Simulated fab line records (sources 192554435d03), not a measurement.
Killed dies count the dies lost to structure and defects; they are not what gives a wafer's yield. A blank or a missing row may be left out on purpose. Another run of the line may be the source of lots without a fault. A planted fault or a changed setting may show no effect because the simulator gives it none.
fab line records | flow n5-finfet
[record] lots = 5 | wafers = 15 | last-day = 18
route steps=1938 shown PASSIVATION@1930 END@1938
lots with no fault: from the same line, run without faults
start-h: the number of hours between the record's first day and the start of the first shown wafer of the lot | wait-h: time in hours since the lot's previous step | " same as the row above | L1.1+2: several wafers, shown together as one row | - no value, or no start was given | * or withheld: withheld | < > ~ a bound
route shown NAME@n: names a module that has steps shown in the file, with the first one's number in the route | usual: the fault-free wafers' mean and standard deviation | same: alike in all rows | chamber/n: place in a boat | sites: per-site readings | _std_site: standard deviation of those values | _edge_site: mean of outer sites minus mean of inner sites | radius-mm: for every site, how far away it sits from the centre of the wafer | mask NAME#n: copy n | behind: the tool/chamber that last shaped the wafer | hold: what put the lot on hold/how long, in hours/how the hold closed | device: the n, p or np transistor that did not switch | end of line: the tests these same wafers got at the end of their route | for a step that has no rows: nothing shown but its recipe | killed: count of dies lost to structure and defects at first sort (not the wafer's yield) | map: dies across one wafer; x = killed, . = not, _ = none there
set.NAME: the run value of the setting; set.NAME@STEP: its run value at that earlier step | model.NAME: the simulator's own value behind a step, which no gauge read
a table for each step, a row for each wafer; lots at some steps of the route
services: when a tool's chamber went out of use (start-h, in hours from the record's first day, below 0 if earlier), for how many hours, and the reason
[[steps]]
[step N5_PASSIVATION_ETCH_54]
[recipe] chemistry = CHF3/O2 | target = SiO2 | target-depth-a = 8800 | CHF3_flow_sccm = 50 | O2_flow_sccm = 5 | Ar_flow_sccm = 200 | time-s = 440 | mask-material = PR | pressure-mtorr = 30 | source-w = 650 | bias-w = 170 | ion-energy-ev = 200
[usual] drypump-motor-current-A = 5.6/0.52 | oes-product-au = 0.80/0.092 | rf-vpp-V = 515/14 | showerhead-plenum-p-Torr = 2.41/0.052 | throttle-valve-pct = 18.83/0.22
lot.wafer | tool        | chamber | start-h | wait-h | drypump-motor-current-A | oes-product-au | rf-hours-counter-h | rf-vpp-V | showerhead-plenum-p-Torr | throttle-valve-pct
L075.1    | rie-diel-05 | 1       | 304.96  | 0.1    | 4.9                     | 0.67           | 234                | 515      | 2.41                     | 18.83
L075.3    | "           | 0       | "       | "      | 6.3                     | 0.75           | 170                | 503      | 2.31                     | 18.85
L075.4    | "           | 2       | "       | "      | 5.9                     | 0.80           | -                  | 495      | 2.35                     | 18.70
L086.4    | rie-diel-05 | 0       | 362.82  | 0.1    | 6.3                     | 0.73           | -                  | 503      | 2.30                     | 18.87
L086.5    | "           | 2       | "       | "      | 5.9                     | 0.77           | -                  | 496      | 2.34                     | 18.73
L086.6    | "           | 1       | "       | "      | 4.9                     | 0.66           | -                  | 511      | 2.40                     | 18.84
L091.1    | rie-diel-02 | 1       | 399.56  | 0.1    | 5.8                     | 0.69           | 218                | 522      | 2.39                     | 19.15
L091.5    | "           | 3       | "       | "      | 5.3                     | 0.81           | -                  | 498      | 2.43                     | 18.99
L091.6    | "           | 0       | "       | "      | 6.2                     | 0.86           | -                  | 536      | 2.45                     | 19.02
L094.1    | rie-diel-02 | 2       | 426.74  | 0.1    | 5.1                     | 0.93           | 29                 | 516      | 2.46                     | 18.65
L094.4    | "           | 0       | "       | "      | 6.2                     | 0.84           | 56                 | 536      | 2.45                     | 19.04
L094.6    | "           | 2       | "       | "      | 5.1                     | 0.93           | -                  | 516      | 2.46                     | 18.64
L096.2    | rie-diel-05 | 2       | 428.50  | 0.1    | 5.9                     | 0.76           | 134                | 495      | 2.33                     | 18.76
L096.4    | "           | 0       | "       | "      | 6.3                     | 0.70           | -                  | 503      | 2.29                     | 18.93
L096.6    | "           | 3       | "       | "      | 5.6                     | 0.94           | -                  | 518      | 2.45                     | 18.43
[step N5_PASSIVATION_STRIP_48]
[recipe] chemistry = O2 | power-w = 600 | temp-c = 60 | pressure-mtorr = 30 | rf-frequency-hz = 6e+07 | bias-power-w = 0 | overash-fraction = 0.5 | o2-flow-sccm = 225
[usual] drypump-motor-current-A = 5.6/0.52 | o2-flow-sccm = 225.0/0.75 | oes-product-au = 0.80/0.091 | rf-vpp-V = 3.8/2.6 | showerhead-plenum-p-Torr = 2.10/0.06 | throttle-valve-pct = 16.71/0.26
[same] overash-fraction = 0.5
lot.wafer | tool        | chamber | start-h | wait-h | drypump-motor-current-A | o2-flow-sccm | oes-product-au | rf-hours-counter-h | rf-vpp-V | showerhead-plenum-p-Torr | throttle-valve-pct
L075.1    | rie-diel-05 | 1       | 305.25  | 0.1    | 5.0                     | 224.0        | 0.67           | 234                | 7.5      | 2.07                     | 16.59
L075.3    | "           | 0       | "       | "      | 6.2                     | 225.0        | 0.77           | 170                | 2.3      | 1.97                     | 16.51
L075.4    | "           | 2       | "       | "      | 6.0                     | 224.8        | 0.80           | -                  | 3.1      | 2.04                     | 16.56
L086.4    | rie-diel-05 | 0       | 362.98  | 0.0    | 6.3                     | 225.2        | 0.76           | -                  | 5.9      | 1.96                     | 16.60
L086.5    | "           | 2       | "       | "      | 5.9                     | 224.2        | 0.79           | -                  | 1.9      | 2.03                     | 16.63
L086.6    | "           | 1       | "       | "      | 4.9                     | 225.3        | 0.70           | -                  | 7.5      | 2.07                     | 16.61
L091.1    | rie-diel-02 | 1       | 399.85  | 0.1    | 5.8                     | 224.5        | 0.69           | 218                | 3.2      | 2.10                     | 17.17
L091.5    | "           | 3       | "       | "      | 5.3                     | 224.3        | 0.82           | -                  | 3.2      | 2.14                     | 17.01
L091.6    | "           | 0       | "       | "      | 6.2                     | 224.1        | 0.85           | -                  | 4.7      | 2.15                     | 16.95
L094.1    | rie-diel-02 | 2       | 427.03  | 0.1    | 5.1                     | 224.5        | 0.93           | 30                 | 7.6      | 2.14                     | 16.54
L094.4    | "           | 0       | "       | "      | 6.1                     | 224.1        | 0.82           | 56                 | 0.9      | 2.15                     | 16.99
L094.6    | "           | 2       | "       | "      | 5.1                     | 225.3        | 0.90           | -                  | 0.7      | 2.14                     | 16.55
L096.2    | rie-diel-05 | 2       | 428.79  | 0.1    | 5.9                     | 224.3        | 0.78           | 134                | 4.9      | 2.02                     | 16.61
L096.4    | "           | 0       | "       | "      | 6.3                     | 224.1        | 0.71           | -                  | 5.7      | 1.95                     | 16.62
L096.6    | "           | 3       | "       | "      | 5.6                     | 224.6        | 0.92           | -                  | 3.6      | 2.16                     | 16.43
[step N5_PASSIVATION_STRIP_52]
[recipe] chemistry = post-etch-residue-remover | time-s = 1200 | temp-c = 72.5
lot.wafer  | tool         | chamber | start-h | wait-h
L075.1+3+4 | wet-bench-02 | 0,2,1   | 305.31  | -
L086.4+5+6 | wet-bench-06 | 2,5,1   | 363.04  | -
L091.1+5+6 | wet-bench-04 | 1,7,2   | 399.91  | -
L094.1+4+6 | wet-bench-04 | 6,7,4   | 427.09  | -
L096.2+4+6 | wet-bench-04 | 7,5,6   | 428.86  | -
[step N5_PASSIVATION_CLEAN_71]
[recipe] chemistry = IPA | time-s = 180 | temp-c = 25
lot.wafer  | tool         | chamber | start-h | wait-h
L075.1+3+4 | wet-bench-02 | 0,2,1   | 305.65  | 0.0
L086.4+5+6 | wet-bench-06 | 2,5,1   | 363.37  | 0.0
L091.1+5+6 | wet-bench-04 | 1,7,2   | 400.25  | 0.0
L094.1+4+6 | wet-bench-04 | 6,7,4   | 427.76  | 0.0
L096.2+4+6 | wet-bench-04 | 7,5,6   | 429.52  | 0.0
[step N5_PASSIVATION_SRD_72]
[recipe] dry = ipa-marangoni | time-s = 30 | temp-c = 23 | rinse-liquid = diw
lot.wafer  | tool         | chamber | start-h | wait-h
L075.1+3+4 | wet-bench-02 | 0,2,1   | 305.70  | 0.0
L086.4+5+6 | wet-bench-06 | 2,5,1   | 363.42  | 0.0
L091.1+5+6 | wet-bench-04 | 1,7,2   | 400.30  | 0.0
L094.1+4+6 | wet-bench-04 | 6,7,4   | 427.87  | 0.0
L096.2+4+6 | wet-bench-04 | 7,5,6   | 429.63  | 0.0
[step N5_PASSIVATION_ANNEAL_56]
[recipe] temp-c = 400 | time-s = 1800 | ambient = FGA | idle-temp-c = 300 | ramp-up-c-per-min = 5 | ramp-down-c-per-min = 3
[usual] spike-tc-upper-C = 400.0/1.4 | zone-power-top-pct = 9.8/1.7
lot.wafer | tool       | chamber | start-h | wait-h | spike-tc-upper-C | zone-power-top-pct
L075.1    | furnace-03 | 0       | 305.75  | 0.0    | 398.4            | 7.9
L075.3    | "          | 0       | "       | "      | 399.3            | 7.7
L075.4    | "          | 0       | "       | "      | 398.5            | 7.7
L086.4    | furnace-01 | 0       | 363.47  | 0.0    | 397.1            | 9.2
L086.5    | "          | 0       | "       | "      | 399.9            | 9.4
L086.6    | "          | 0       | "       | "      | 397.9            | 9.2
L091.1    | furnace-02 | 0       | 400.35  | 0.0    | 401.5            | 12.0
L091.5    | "          | 0       | "       | "      | 401.4            | 11.6
L091.6    | "          | 0       | "       | "      | 401.4            | 11.7
L094.1    | furnace-01 | 0       | 427.92  | 0.0    | 399.6            | 9.2
L094.4    | "          | 0       | "       | "      | 399.2            | 9.3
L094.6    | "          | 0       | "       | "      | 397.0            | 9.1
L096.2    | furnace-03 | 0       | 430.40  | 0.7    | 400.9            | 7.7
L096.4    | "          | 0       | "       | "      | 398.9            | 7.6
L096.6    | "          | 0       | "       | "      | 398.9            | 7.7
[step N5_PASSIVATION_PROBE_49]
[usual] defect-limited-yield = 91.3/1.4 | killed_at_M0_to_M3 = 36/10 | killed_at_M4_up = 13/5.4 | killed-at-contacts = 12/5.3 | killed-at-front-end = 39/10 | killed-at-other = 3.2/2.7 | killed-dies = 103/16 | killed-open = 68/13 | killed-short = 33/6.6 | sort_bin_5_function = 5.1/0.92 | sort_bin_6_memory = 3.3/0.68 | sort-n-pass = 1077/17 | sort-yield-pct = 91.2/1.4
[same] gross-dies = 1180 | killed-at-back-side = 0 | sort_bin_4_leakage[%] = 0 | sort_bin_8_speed[%] = 0
lot.wafer | tool      | chamber | start-h | wait-h | defect-limited-yield[%] | killed_at_M0_to_M3 | killed_at_M4_up | killed-at-contacts | killed-at-front-end | killed-at-other | killed-dies | killed-open | killed-short | sort_bin_5_function[%] | sort_bin_6_memory[%] | sort-n-pass | sort-yield-pct[%]
L091.1    | prober-01 | -       | 402.36  | 0.0    | 91.9                    | 36                 | 8               | 17                 | 34                  | 0               | 95          | 55          | 38           | 4.4                    | 3.3                  | 1085        | 91.9
L091.5    | prober-01 | -       | 402.56  | 0.2    | 90.3                    | 57                 | 3               | 20                 | 33                  | 1               | 114         | 82          | 31           | 5.5                    | 3.8                  | 1066        | 90.3
L091.6    | prober-01 | -       | 402.61  | 0.3    | 90.2                    | 41                 | 11              | 27                 | 33                  | 4               | 116         | 87          | 26           | 4.9                    | 4.7                  | 1064        | 90.2
L094.6    | prober-01 | -       | 430.17  | 0.3    | 90.7                    | 43                 | 12              | 2                  | 51                  | 2               | 110         | 59          | 36           | 5.3                    | 2.5                  | 1070        | 90.7
// killed by level:class
L091.1 MOL_CONTACT_COAG:geometric-particle:open=14 BEOL_M0_SAQP:geometric-particle:short=9 STI_FIN_REVEAL:geometric-particle:open=8 STI_FIN_REVEAL:geometric-particle:short=6 GATE_CUT:geometric-particle:short=6 BEOL_M0_SAQP:geometric-particle:open=6 BEOL_M3:geometric-particle:open=5 BEOL_M4:geometric-particle:open=5
L091.5 STI_FIN_REVEAL:geometric-particle:open=17 MOL_CONTACT_COAG:geometric-particle:open=15 BEOL_M2:geometric-particle:open=15 BEOL_M0_SAQP:geometric-particle:short=9 BEOL_M3:geometric-particle:open=9 BEOL_M0:geometric-particle:open=6 BEOL_M1:geometric-particle:open=6 MOL_CONTACT_COAG:geometric-particle:short=5
L091.6 MOL_CONTACT_COAG:geometric-particle:open=23 BEOL_M1:geometric-particle:open=12 BEOL_M2:geometric-particle:open=11 STI_FIN_REVEAL:geometric-particle:open=7 BEOL_M0_SAQP:geometric-particle:open=6 BEOL_M4:geometric-particle:open=6 FIN_SAQP:geometric-particle:open=4 FIN_SAQP:geometric-particle:short=4
L094.6 HKMG_FIN:area-etch=13 BEOL_M0_SAQP:geometric-particle:open=12 FIN_SAQP:geometric-particle:open=10 BEOL_M0_SAQP:geometric-particle:short=10 GATE_CUT:geometric-particle:short=7 STI_FIN_REVEAL:geometric-particle:open=7 BEOL_M2:geometric-particle:open=7 BEOL_M3:geometric-particle:open=6
[step N5_PASSIVATION_INSPECT_57]
[recipe] inspect-instrument = macro | mode = outgoing
[usual] raw-defect-count = 2.1/1.5
lot.wafer | tool              | chamber | start-h | wait-h | raw-defect-count
L075.1    | defect-inspect-01 | -       | 308.09  | 0.0    | 2
L075.3    | "                 | -       | "       | "      | 1
L075.4    | "                 | -       | "       | "      | 2
L086.4    | defect-inspect-02 | -       | 365.97  | 0.0    | 2
L086.5    | "                 | -       | "       | "      | 2
L086.6    | "                 | -       | "       | "      | 1
L091.1    | defect-inspect-01 | -       | 402.72  | 0.0    | 5
L091.5    | "                 | -       | "       | "      | 2
L091.6    | "                 | -       | "       | "      | 1
L094.1    | defect-inspect-02 | -       | 430.28  | 0.0    | 1
L094.4    | "                 | -       | "       | "      | 2
L094.6    | "                 | -       | "       | "      | 3
L096.2    | defect-inspect-02 | -       | 432.75  | 0.0    | 3
L096.4    | "                 | -       | "       | "      | 3
L096.6    | "                 | -       | "       | "      | 0
[[services]]
tool        | chamber | start-h | hours | kind
rie-diel-02 | 0       | 281.47  | -     | clean
rie-diel-02 | 0       | 281.47  | -     | consumable-replace:focus-ring
rie-diel-02 | 0       | 281.47  | 15.5  | scheduled-down
rie-diel-02 | 0       | 281.47  | 15.5  | vent-cycle
rie-diel-02 | 3       | 287.60  | 16.7  | repair
rie-diel-02 | 2       | 321.25  | -     | clean
rie-diel-02 | 2       | 321.25  | -     | consumable-replace:focus-ring
rie-diel-02 | 2       | 321.25  | 26.4  | scheduled-down
rie-diel-02 | 2       | 321.25  | 26.4  | vent-cycle
rie-diel-02 | 1       | 334.26  | 5.1   | repair
rie-diel-05 | 2       | 374.65  | 24.2  | repair
rie-diel-05 | 2       | 401.37  | 11.0  | repair
rie-diel-02 | 3       | 401.91  | 5.7   | repair
rie-diel-05 | 2       | 413.41  | 9.1   | repair
rie-diel-05 | 1       | 422.75  | -     | clean
rie-diel-05 | 1       | 422.75  | -     | consumable-replace:focus-ring
rie-diel-05 | 1       | 422.75  | 10.4  | scheduled-down
rie-diel-05 | 1       | 422.75  | 10.4  | vent-cycle
[[key]]
[baseline-loss] step = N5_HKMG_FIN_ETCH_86 | wafers = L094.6
fault none
// baseline-loss: these wafers lose ten dies or more at that step, a loss of the line's own and not of a fault; the sort's usual values leave them out
